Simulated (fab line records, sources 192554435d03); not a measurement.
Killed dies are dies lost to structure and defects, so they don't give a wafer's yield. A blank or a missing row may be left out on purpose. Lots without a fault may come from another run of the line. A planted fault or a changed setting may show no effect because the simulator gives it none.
fab line records | flow n5_finfet | part 1 of 2: steps 1 to 23 of 30
record lots=5 wafers=15 last_day=19
route steps=1938 shown BEOL_M9@1458 BEOL_M10@1470
lots that met no fault: from a run of the same line without faults
start_h: hours from the record's first day to the start of the lot's first wafer shown | wait_h: hours since the lot's step before | " the same as in the row above | L1.1+2: a row that stands for several wafers | - no value, or no start given | * or withheld: withheld | < > ~ a bound
route shown NAME@n: a module of which the file shows steps, and the number in the route of the first | usual: mean/standard deviation of fault-free wafers | same: alike in all rows | chamber/n: place in a boat | sites: the reading at each site | _std_site: their standard deviation | _edge_site: outer sites' mean less inner sites' | radius_mm: how far each site lies from the wafer's centre | mask NAME#n: copy n | behind: the tool/chamber that last shaped the wafer | hold: why the lot was held/for how many hours/how that ended | device: the transistor (n, p or np) that didn't switch | end of line: the same wafers' tests at the end of the route | a step without rows: its recipe alone | killed: dies lost to structure and defects at the first sort, not the wafer's yield | map: a wafer's dies, x killed, . not, _ none there
set.NAME: the setting as run; set.NAME@STEP: as run at that earlier step | model.NAME: the simulator's own value behind a step, which no gauge read
lots at some steps of the route; a table a step, a row a wafer
services: from which hour (start_h, from the record's first day; less than 0 if before it) a tool's chamber was out of use, for how many hours, and why
## steps
# step N5_BEOL_M9_ALD_74
# recipe material=TaN target_thk_a=20 temp_c=275 ald_precursor_family=PDMAT ald_co_reactant=NH3 pressure_torr=3 carrier_flow_sccm=1500 pulse_time_s=2 purge_time_s=3 co_reactant_purge_time_s=2 co_reactant_pulse_time_s=3 ald_cycles=40 precursor_vessel_temp_c=75 precursor_vessel_pressure_torr=26.25 precursor_vessel_carrier_sccm=1000
# usual heater_power_w=430/54 precursor_vessel_temp_c=75.00/0.11
# same pulse_time_s=2
# columns lot.wafer tool chamber start_h wait_h heater_power_w precursor_vessel_temp_c
L077.1 ald_metal-04 3 253.64 0.1 500 75.06
L077.3 " 2 " " 381 75.13
L077.5 " 3 " " 507 74.89
L076.3 ald_metal-04 2 269.56 0.1 376 75.00
L076.4 " 1 " " 464 75.02
L076.6 " 1 " " 460 74.84
L080.1 ald_metal-01 2 277.18 0.0 435 74.93
L080.2 " 3 " " 344 74.82
L080.4 " 1 " " 369 74.91
L089.1 ald_metal-04 1 328.89 0.0 462 74.96
L089.5 " 1 " " 469 75.08
L089.6 " 0 " " 434 74.82
L096.2 ald_metal-01 1 380.38 0.1 365 74.87
L096.5 " 2 " " 428 74.89
L096.6 " 1 " " 380 74.89
# step N5_BEOL_M9_SURFACE_TREAT_79
# recipe gas=Ar time_s=* ion_energy_ev=* ion_current_ma_cm2=0.5 pressure_mtorr=* ar_flow_sccm=30
# usual throttle_valve_pct=*
# columns lot.wafer tool chamber start_h wait_h throttle_valve_pct
L077.1 pvd_sputter-03 - 253.95 0.2 *
L077.3 " - " " *
L077.5 " - " " *
L076.3 pvd_sputter-01 - 270.02 0.3 *
L076.4 " - " " *
L076.6 " - " " *
L080.1 pvd_sputter-01 - 278.96 1.7 *
L080.2 " - " " *
L080.4 " - " " *
L089.1 pvd_sputter-01 - 329.27 0.2 *
L089.5 " - " " *
L089.6 " - " " *
L096.2 pvd_sputter-03 - 381.90 1.4 *
L096.5 " - " " *
L096.6 " - " " *
# step N5_BEOL_M9_CVD_78
# recipe material=Co target_thk_a=20 temp_c=withheld precursor=CCTBA/H2 pressure_torr=30 time_s=138.9
# columns lot.wafer tool chamber start_h wait_h
L077.1+3+5 cvd_co-02 0,1,2 254.02 0.0
L076.3+4+6 cvd_co-01 2,2,0 270.31 0.3
L080.1+2+4 cvd_co-02 0,2,1 279.14 0.2
L089.1+5+6 cvd_co-01 1,1,2 329.33 0.0
L096.2+5+6 cvd_co-02 0,1,2 382.06 0.1
# step N5_BEOL_M9_SPUTTER_48
# recipe material=Cu target_thk_a=120 temp_c=-20 bias_v=60 power_w=26000 chamber_pressure_pa=0.13 time_s=2
# usual chuck_sensor_temp_C=-15.9/0.52 throttle_valve_pct=30.4/0.92
# columns lot.wafer tool chamber start_h wait_h chuck_sensor_temp_C throttle_valve_pct
L077.1 pvd_sputter-03 - 254.20 0.1 -15.9 29.6
L077.3 " - " " -15.6 31.5
L077.5 " - " " -16.0 29.4
L076.3 pvd_sputter-02 - 272.17 1.8 -15.5 30.1
L076.4 " - " " -16.1 29.7
L076.6 " - " " -15.8 29.1
L080.1 pvd_sputter-02 - 279.26 0.1 -15.5 30.0
L080.2 " - " " -16.0 29.0
L080.4 " - " " -16.1 29.5
L089.1 pvd_sputter-03 - 329.46 0.1 -15.2 31.7
L089.5 " - " " -16.0 29.1
L089.6 " - " " -15.5 32.1
L096.2 pvd_sputter-03 - 382.18 0.1 -15.6 31.7
L096.5 " - " " -15.7 32.3
L096.6 " - " " -16.1 29.2
# step N5_BEOL_M9_ECD_50
# recipe material=Cu target_thk_a=3180
# columns lot.wafer tool chamber start_h wait_h
L077.1+3+5 ecd_cu-02 1,0,1 254.33 0.1
L076.3+4+6 ecd_cu-01 0,1,1 272.31 0.1
L080.1+2+4 ecd_cu-02 1,0,0 279.38 0.1
L089.1+5+6 ecd_cu-01 1,1,0 329.58 0.1
L096.2+5+6 ecd_cu-01 1,0,1 382.29 0.1
# step N5_BEOL_M9_ANNEAL_51
# recipe temp_c=225 time_s=90 ambient=N2
# usual wafer_temp_C_max=226.0/0.5
# columns lot.wafer tool chamber start_h wait_h wafer_temp_C_max
L077.1 rtp_anneal-01 0 254.44 0.1 226.4
L077.3 " 0 " " 226.3
L077.5 " 0 " " 226.3
L076.3 rtp_anneal-02 0 272.48 0.1 225.4
L076.4 " 0 " " 225.5
L076.6 " 0 " " 225.3
L080.1 rtp_anneal-02 0 279.49 0.1 225.6
L080.2 " 0 " " 225.4
L080.4 " 0 " " 225.8
L089.1 rtp_anneal-02 0 329.79 0.2 225.2
L089.5 " 0 " " 225.7
L089.6 " 0 " " 225.3
L096.2 rtp_anneal-02 0 382.62 0.3 225.6
L096.5 " 0 " " 225.6
L096.6 " 0 " " 225.8
# step N5_BEOL_M9_CMP_52
# recipe stop_on=SiCOH_lowk t_overpolish_s=7 down_force_psi=1 platen_rpm=50 clearing_platen_down_force_psi=1.5 clearing_platen_rpm=50 post_cmp_clean=cu_alkaline target_thk_nm=140 clearing_platen_pad_velocity_m_s=0.99484 pad_velocity_m_s=0.99484
# usual barrier_field_endpoint_s=29.0/0.61 head_pressure_psi=1.0003/0.0024 motor_current_A=6.1/0.53 overpolish_run_s=7.001/0.0077 time_to_endpoint_s=67.1/2.7
# columns lot.wafer tool chamber start_h wait_h barrier_field_endpoint_s head_pressure_psi motor_current_A overpolish_run_s time_to_endpoint_s
L077.3 cmp-01 3 254.73 0.2 28.4 0.9984 6.5 6.997 68.9
L077.1 " 1 " " 27.3 0.9999 6.4 6.995 64.7
L077.5 " 0 " " 28.7 1.0015 6.1 6.988 67.3
L076.4 cmp-04 2 272.69 0.1 29.1 0.9989 4.9 7.017 65.3
L076.3 " 3 " " 28.7 0.9992 6.6 6.989 65.5
L076.6 " 2 " " 29.5 0.9964 5.0 7.003 66.8
L080.2 cmp-01 0 279.78 0.2 28.7 1.0016 5.9 7.002 67.4
L080.1 " 2 " " 27.6 0.9953 5.6 6.998 63.6
L080.4 " 3 " " 28.8 1.0023 6.6 7.011 65.9
L089.1 cmp-01 3 330.13 0.3 29.8 0.9991 6.6 7.008 73.4
L089.5 " 2 " " 29.0 1.0022 6.2 7.004 67.7
L089.6 " 3 " " 29.3 0.9967 6.4 7.000 71.2
L096.2 cmp-03 0 382.91 0.2 28.2 1.0004 6.0 7.009 65.6
L096.6 " 3 " " 28.8 0.9984 6.0 7.011 66.9
L096.5 " 0 " " 29.1 1.0035 5.9 7.000 65.5
# step N5_BEOL_M9_THK_MEAS_53
# recipe thk_meas_gauge=xrf reads=Cu_of_BEOL_M9_ECD_50
# usual M9_THK=141.1/2.7
# columns lot.wafer tool chamber start_h wait_h M9_THK[nm]
L077.1 film_metro-01 - 255.03 - 138.1
L077.3 " - " " 143.5
L077.5 " - " " 140.7
L076.3 film_metro-01 - 272.99 - 143.3
L076.4 " - " " 144.9
L076.6 " - " " 141.8
L080.1 film_metro-01 - 280.08 - 140.1
L080.2 " - " " 142.2
L080.4 " - " " 142.9
L089.1 film_metro-02 - 330.38 - 143.1
L089.5 " - " " 139.9
L089.6 " - " " 144.2
L096.2 film_metro-02 - 383.17 - 140.1
L096.5 " - " " 142.8
L096.6 " - " " 140.3
# step N5_BEOL_M9_PRE_CLEAN_55
# recipe gas=NH3 time_s=15 temp_c=withheld rf_power_w=300
# columns lot.wafer tool chamber start_h wait_h
L077.1+3+5 pecvd-01 0,2,2 255.06 0.0
L076.3+4+6 pecvd-01 0,2,1 273.02 0.0
L080.1+2+4 pecvd-01 1,2,1 280.12 0.0
L089.1+5+6 pecvd-02 2,0,2 330.42 0.0
L096.2+5+6 pecvd-01 2,2,1 383.21 0.0
# step N5_BEOL_M9_DEP_56
# recipe material=SiCN target_thk_a=150 temp_c=withheld precursor=3MS/NH3 pressure_torr=3 rf_w=202 time_s=26.5
# usual showerhead_plenum_p_Torr=3.671/0.014 throttle_valve_pct=9.3/0.4
# columns lot.wafer tool chamber start_h wait_h showerhead_plenum_p_Torr throttle_valve_pct
L077.1 pecvd-01 0 255.09 0.0 3.684 9.7
L077.3 " 2 " " 3.704 9.3
L077.5 " 2 " " 3.701 9.5
L076.3 pecvd-01 0 273.05 0.0 3.685 9.4
L076.4 " 2 " " 3.692 9.6
L076.6 " 1 " " 3.675 9.7
L080.1 pecvd-01 1 280.14 0.0 3.663 10.2
L080.2 " 2 " " 3.698 9.5
L080.4 " 1 " " 3.665 10.2
L089.1 pecvd-02 2 330.45 0.0 3.668 8.5
L089.5 " 0 " " 3.658 9.2
L089.6 " 2 " " 3.674 8.9
L096.2 pecvd-01 2 383.23 0.0 3.690 9.6
L096.5 " 2 " " 3.697 10.0
L096.6 " 1 " " 3.667 9.9
# step N5_BEOL_M9_RS_MEAS_57
# recipe thk_meas_gauge=four-point-probe reads=Cu_of_BEOL_M9_ECD_50+Co_of_BEOL_M9_CVD_78+TaN_of_BEOL_M9_ALD_74
# usual M9_RS=0.1503/0.0029
# columns lot.wafer tool chamber start_h wait_h M9_RS[ohm/sq]
L077.1 film_metro-01 - 255.16 0.1 0.1540
L077.3 " - " " 0.1471
L077.5 " - " " 0.1509
L076.3 film_metro-02 - 273.12 0.1 0.1491
L076.4 " - " " 0.1471
L076.6 " - " " 0.1507
L080.1 film_metro-01 - 280.21 0.1 0.1513
L080.2 " - " " 0.1496
L080.4 " - " " 0.1494
L089.1 film_metro-02 - 330.52 0.1 0.1481
L089.5 " - " " 0.1518
L089.6 " - " " 0.1459
L096.2 film_metro-01 - 383.31 0.1 0.1514
L096.5 " - " " 0.1493
L096.6 " - " " 0.1513
# step N5_BEOL_M9_INSPECT_58
# recipe inspect_instrument=darkfield mode=post_dep
# usual raw_defect_count=76/27
# columns lot.wafer tool chamber start_h wait_h raw_defect_count
L077.1 defect_inspect-02 - 255.19 0.0 115
L077.3 " - " " 152
L077.5 " - " " 118
L076.3 defect_inspect-02 - 273.15 0.0 101
L076.4 " - " " 94
L076.6 " - " " 102
L080.1 defect_inspect-01 - 280.24 0.0 103
L080.2 " - " " 60
L080.4 " - " " 139
L089.1 defect_inspect-02 - 330.55 0.0 128
L089.5 " - " " 132
L089.6 " - " " 107
L096.2 defect_inspect-01 - 383.33 0.0 62
L096.5 " - " " 79
L096.6 " - " " 62
# step N5_BEOL_M10_ILD_DEP_00
# recipe material=SiCOH_lowk target_thk_a=3085.1 temp_c=300 precursor=DEMS/porogen pressure_torr=5 rf_w=500 time_s=58
# usual heater_power_w=316/67 showerhead_plenum_p_Torr=5.738/0.018 throttle_valve_pct=14.1/0.47
# columns lot.wafer tool chamber start_h wait_h heater_power_w showerhead_plenum_p_Torr throttle_valve_pct
L077.1 pecvd-01 0 255.23 0.0 400 5.761 14.5
L077.3 " 2 " " 422 5.777 14.8
L077.5 " 0 " " 408 5.761 14.3
L076.3 pecvd-03 1 273.18 0.0 341 5.727 14.3
L076.4 " 1 " " 352 5.727 14.1
L076.6 " 0 " " 299 5.765 14.4
L080.1 pecvd-03 1 280.28 0.0 306 5.730 14.1
L080.2 " 2 " " 346 5.721 13.9
L080.4 " 2 " " 348 5.730 13.9
L089.1 pecvd-03 2 330.61 0.1 349 5.728 13.6
L089.5 " 2 " " 279 5.718 13.7
L089.6 " 0 " " 285 5.750 14.3
L096.2 pecvd-01 2 383.37 0.0 482 5.774 15.0
L096.5 " 2 " " 382 5.780 15.0
L096.6 " 0 " " 360 5.749 14.4
# step N5_BEOL_M10_CURE_71
# recipe temp_c=385 time_s=240 ambient=He/Ar material=SiCOH_lowk
# usual lamp_power_pct=52.31/0.053 wafer_temp_C_max=387.3/0.65
# columns lot.wafer tool chamber start_h wait_h lamp_power_pct wafer_temp_C_max
L077.1 uv_cure-01 2 255.30 0.0 52.27 388.4
L077.3 " 2 " " 52.32 388.3
L077.5 " 2 " " 52.31 388.6
L076.3 uv_cure-02 2 273.58 0.4 52.43 387.4
L076.4 " 2 " " 52.29 387.4
L076.6 " 2 " " 52.35 387.1
L080.1 uv_cure-03 1 280.36 0.0 52.31 386.8
L080.2 " 1 " " 52.28 386.5
L080.4 " 1 " " 52.33 386.9
L089.1 uv_cure-02 2 330.68 0.0 52.30 386.5
L089.5 " 2 " " 52.33 386.9
L089.6 " 2 " " 52.40 386.4
L096.2 uv_cure-01 2 383.53 0.1 52.36 388.1
L096.5 " 2 " " 52.34 387.4
L096.6 " 2 " " 52.26 388.4
# step N5_BEOL_M10_THK_MEAS_01
# recipe reads=SiCOH_lowk_of_BEOL_M10_ILD_DEP_00
# usual M10_ILD_THK=268/3.1
# columns lot.wafer tool chamber start_h wait_h M10_ILD_THK[nm]
L077.1 film_metro-02 - 256.30 0.8 266
L077.3 " - " " 263
L077.5 " - " " 267
L076.3 film_metro-01 - 274.26 0.5 268
L076.4 " - " " 271
L076.6 " - " " 273
L080.1 film_metro-01 - 281.35 0.8 264
L080.2 " - " " 265
L080.4 " - " " 270
L089.1 film_metro-02 - 331.20 0.4 268
L089.5 " - " " 271
L089.6 " - " " 273
L096.2 film_metro-02 - 383.96 0.4 262
L096.5 " - " " 267
L096.6 " - " " 267
# step N5_BEOL_M10_PECVD_70
# recipe material=SiO2 target_thk_a=200 temp_c=400 precursor=TEOS/O2 pressure_torr=5.5 rf_w=450 teos_flow_sccm=53.8 gas=O2 flow_sccm=3000 time_s=22.7
# usual heater_power_w=752/130 showerhead_plenum_p_Torr=8.80/0.077 throttle_valve_pct=23.1/0.79
# columns lot.wafer tool chamber start_h wait_h heater_power_w showerhead_plenum_p_Torr throttle_valve_pct
L077.1 pecvd-01 1 256.33 0.0 657 8.79 24.8
L077.3 " 2 " " 1028 8.92 23.4
L077.5 " 2 " " 998 8.93 23.5
L076.3 pecvd-01 0 274.29 0.0 763 8.86 23.2
L076.4 " 1 " " 652 8.80 24.6
L076.6 " 0 " " 771 8.84 23.2
L080.1 pecvd-04 0 281.38 0.0 766 8.80 22.1
L080.2 " 2 " " 639 8.68 21.8
L080.4 " 2 " " 619 8.69 21.9
L089.1 pecvd-01 2 331.23 0.0 988 8.93 23.8
L089.5 " 1 " " 692 8.77 24.7
L089.6 " 0 " " 743 8.88 23.1
L096.2 pecvd-01 0 384.00 0.0 743 8.85 23.3
L096.5 " 0 " " 740 8.88 23.1
L096.6 " 2 " " 1014 8.94 23.7
# step N5_BEOL_M10_HM_DEP_02
# recipe material=TiN target_thk_a=200 temp_c=25 chamber_pressure_pa=0.49996
# usual throttle_valve_pct=30.5/0.92
# columns lot.wafer tool chamber start_h wait_h throttle_valve_pct
L077.1 pvd_sputter-01 - 256.84 0.5 30.1
L077.3 " - " " 31.3
L077.5 " - " " 31.0
L076.3 pvd_sputter-02 - 274.45 0.1 30.2
L076.4 " - " " 29.1
L076.6 " - " " 29.5
L080.1 pvd_sputter-01 - 281.70 0.3 30.9
L080.2 " - " " 30.3
L080.4 " - " " 30.2
L089.1 pvd_sputter-03 - 331.92 0.7 32.2
L089.5 " - " " 29.3
L089.6 " - " " 31.5
L096.2 pvd_sputter-02 - 385.53 1.5 29.2
L096.5 " - " " 28.7
L096.6 " - " " 29.9
# step N5_BEOL_M10_COAT_59
# recipe resist=SOC temp_c=250 time_s=60 spin_rpm=1500 resist_thk_nm=100
# usual exhaust_pa=45.0/0.86 heater_power_total_W=500.4/1.7 plate_temp_C=250.05/0.2
# columns lot.wafer tool chamber start_h wait_h exhaust_pa heater_power_total_W plate_temp_C
L077.1 litho_track-01 0 256.97 0.1 43.5 502.2 250.32
L077.3 " 0 " " 44.5 502.3 250.14
L077.5 " 0 " " 44.1 499.4 250.07
L076.3 litho_track-03 0 274.57 0.1 42.3 500.6 249.63
L076.4 " 0 " " 45.3 502.3 249.94
L076.6 " 0 " " 42.7 502.7 249.76
L080.1 litho_track-01 0 281.83 0.1 46.0 498.4 250.23
L080.2 " 0 " " 44.5 500.8 250.12
L080.4 " 0 " " 45.4 501.8 250.16
L089.1 litho_track-01 0 332.05 0.1 44.6 499.1 250.25
L089.5 " 0 " " 45.8 498.3 249.90
L089.6 " 0 " " 44.4 499.0 249.93
L096.2 litho_track-04 0 385.66 0.1 44.9 500.6 249.77
L096.5 " 0 " " 45.5 499.9 249.98
L096.6 " 0 " " 45.9 501.2 249.78
# step N5_BEOL_M10_COAT_60
# recipe resist=SiARC temp_c=220 time_s=60 spin_rpm=1500 resist_thk_nm=30
# usual exhaust_pa=45.0/0.87 heater_power_total_W=427.9/2.2 plate_temp_C=220.03/0.16
# columns lot.wafer tool chamber start_h wait_h exhaust_pa heater_power_total_W plate_temp_C
L077.1 litho_track-01 0 - - 43.5 429.2 220.06
L077.3 " 0 " " 45.3 428.9 219.99
L077.5 " 0 " " 45.0 426.3 220.37
L076.3 litho_track-03 0 - - 47.0 424.8 219.78
L076.4 " 0 " " 46.2 430.7 220.12
L076.6 " 0 " " 46.3 425.8 219.98
L080.1 litho_track-01 0 - - 45.8 426.3 219.83
L080.2 " 0 " " 45.1 428.0 219.52
L080.4 " 0 " " 45.0 428.1 219.75
L089.1 litho_track-01 0 - - 46.2 429.2 220.24
L089.5 " 0 " " 44.4 425.0 220.05
L089.6 " 0 " " 46.2 430.3 219.95
L096.2 litho_track-04 0 - - 45.2 425.3 219.91
L096.5 " 0 " " 44.6 429.7 220.08
L096.6 " 0 " " 45.4 430.0 220.09
# step N5_BEOL_M10_COAT_05
# recipe resist=CAR-ArF spin_rpm=1500 resist_thk_nm=90
# usual exhaust_pa=45.1/0.78
# columns lot.wafer tool chamber start_h wait_h exhaust_pa
L077.1 litho_track-01 0 - - 44.3
L077.3 " 0 " " 45.4
L077.5 " 0 " " 45.9
L076.3 litho_track-03 0 - - 45.7
L076.4 " 0 " " 45.3
L076.6 " 0 " " 46.5
L080.1 litho_track-01 0 - - 44.9
L080.2 " 0 " " 44.6
L080.4 " 0 " " 44.6
L089.1 litho_track-01 0 - - 44.9
L089.5 " 0 " " 44.5
L089.6 " 0 " " 45.1
L096.2 litho_track-04 0 - - 45.7
L096.5 " 0 " " 44.2
L096.6 " 0 " " 43.9
# step N5_BEOL_M10_EBR_07
# recipe solvent=PGMEA ebr_width_mm=1.5
# usual exhaust_pa=45.0/0.77
# columns lot.wafer tool chamber start_h wait_h exhaust_pa
L077.1 litho_track-01 0 - - 46.0
L077.3 " 0 " " 45.5
L077.5 " 0 " " 45.8
L076.3 litho_track-03 0 - - 44.7
L076.4 " 0 " " 44.9
L076.6 " 0 " " 44.6
L080.1 litho_track-01 0 - - 43.7
L080.2 " 0 " " 45.3
L080.4 " 0 " " 44.9
L089.1 litho_track-01 0 - - 44.9
L089.5 " 0 " " 44.5
L089.6 " 0 " " 45.0
L096.2 litho_track-04 0 - - 44.9
L096.5 " 0 " " 44.2
L096.6 " 0 " " 46.1
# step N5_BEOL_M10_SOFTBAKE_06
# recipe temp_c=110 time_s=60 resist=CAR-ArF
# usual exhaust_pa=44.8/0.85 heater_power_total_W=175.3/1.5 plate_temp_C=109.98/0.12
# columns lot.wafer tool chamber start_h wait_h exhaust_pa heater_power_total_W plate_temp_C
L077.1 litho_track-01 0 - - 44.9 172.9 110.16
L077.3 " 0 " " 45.2 176.0 110.11
L077.5 " 0 " " 44.3 175.7 109.97
L076.3 litho_track-03 0 - - 44.6 174.2 109.90
L076.4 " 0 " " 44.8 177.5 109.95
L076.6 " 0 " " 45.1 174.3 109.93
L080.1 litho_track-01 0 - - 44.6 177.6 109.61
L080.2 " 0 " " 44.7 175.5 109.87
L080.4 " 0 " " 45.3 173.7 109.89
L089.1 litho_track-01 0 - - 44.6 173.7 110.03
L089.5 " 0 " " 45.4 173.9 109.89
L089.6 " 0 " " 44.9 177.1 110.07
L096.2 litho_track-04 0 - - 44.1 174.5 110.02
L096.5 " 0 " " 45.5 177.4 110.19
L096.6 " 0 " " 44.0 174.7 110.09
# step N5_BEOL_M10_EXPOSE_08
# recipe mask_id=M10 na=1.35 source_shape=dipole sigma_inner=0.411 sigma_outer=0.611 polarization=te dose_mj=53.75
# usual focus_offset_nm=0.0/0.5
# same na=1.35 sigma_outer=0.611
# columns lot.wafer tool chamber start_h wait_h mask focus_offset_nm
L077.1 arfi_scanner-02 0 258.50 - M10#0 -0.2
L077.3 " 0 " " M10#0 -0.6
L077.5 " 0 " " M10#0 0.2
L076.3 arfi_scanner-03 0 274.83 - M10#0 -0.4
L076.4 " 0 " " M10#0 -0.3
L076.6 " 0 " " M10#0 -0.5
L080.1 arfi_scanner-02 0 282.07 - M10#0 0.6
L080.2 " 0 " " M10#0 0.0
L080.4 " 0 " " M10#0 0.1
L089.1 arfi_scanner-03 0 332.23 - M10#0 -0.6
L089.5 " 0 " " M10#0 0.1
L089.6 " 0 " " M10#0 0.1
L096.2 arfi_scanner-02 0 385.91 - M10#0 -0.1
L096.5 " 0 " " M10#0 1.0
L096.6 " 0 " " M10#0 0.3
